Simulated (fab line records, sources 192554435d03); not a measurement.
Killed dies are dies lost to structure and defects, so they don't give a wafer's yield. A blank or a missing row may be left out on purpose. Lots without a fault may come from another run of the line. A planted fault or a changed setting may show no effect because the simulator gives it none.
Which tool did it? | flow n5_finfet | 10 lots, 30 wafers sampled, at 1 step of a route of 1938

WHAT THE GAUGES READ, wafer by wafer
N5_MIM_TOP_LITHO_OVL_MEAS_11.
lot  | measured     | on         | MIM_TOP_OVL (nm)
L540 | day 12 07:32 | overlay-02 | 9 1 5
L539 | day 12 07:46 | overlay-01 | -2 -12 1
L543 | day 13 11:46 | overlay-01 | 1 -6 -8
L544 | day 14 13:41 | overlay-02 | -1 1 -5
L550 | day 15 23:50 | overlay-02 | -6 -5 -5
L555 | day 16 21:25 | overlay-02 | 2 5 -3
L552 | day 16 21:34 | overlay-01 | -2 10 0
L558 | day 17 10:25 | overlay-01 | -2 2 4
L557 | day 18 05:26 | overlay-02 | 3 -5 -3
L559 | day 18 09:36 | overlay-02 | -5 -11 1

WHICH TOOL RAN EACH LOT (tool, then ch and the chambers of the sampled wafers, then the start)
The record holds no process step before these readings.

WHAT THE TOOLS THEMSELVES READ (means of the sampled wafers that have a number; where no wafer has one, the mark that the record gives instead)
The record holds no such reading with a usual standard deviation.

THE ANSWER, worked out from the rows above alone
Rule: what is usual is taken from the lots themselves. Put in order of their means at a reading, lots are off if they are a third of the lots or fewer, leave a main group of 4 or more, and stand apart from it by a gap of 3 or more times the standard deviation of the main group's means; of several such gaps the widest counts. A main group whose means are all the same, to the digits that the tables above print for the reading, isn't used. A lot without any number at a reading at which 4 lots or more have one is off too. The other lots that the step has rows for count as sound. The gauges are gone through in route order, then the tools' own readings, and for those a lot's mean is taken as printed above. The first step at which some lot is off is used, and at that step the reading that is off furthest; a lot without a number counts as furthest.
No lot is off at any reading shown: from this, nothing can be told.

WHAT THE SIMULATOR HAD PUT IN
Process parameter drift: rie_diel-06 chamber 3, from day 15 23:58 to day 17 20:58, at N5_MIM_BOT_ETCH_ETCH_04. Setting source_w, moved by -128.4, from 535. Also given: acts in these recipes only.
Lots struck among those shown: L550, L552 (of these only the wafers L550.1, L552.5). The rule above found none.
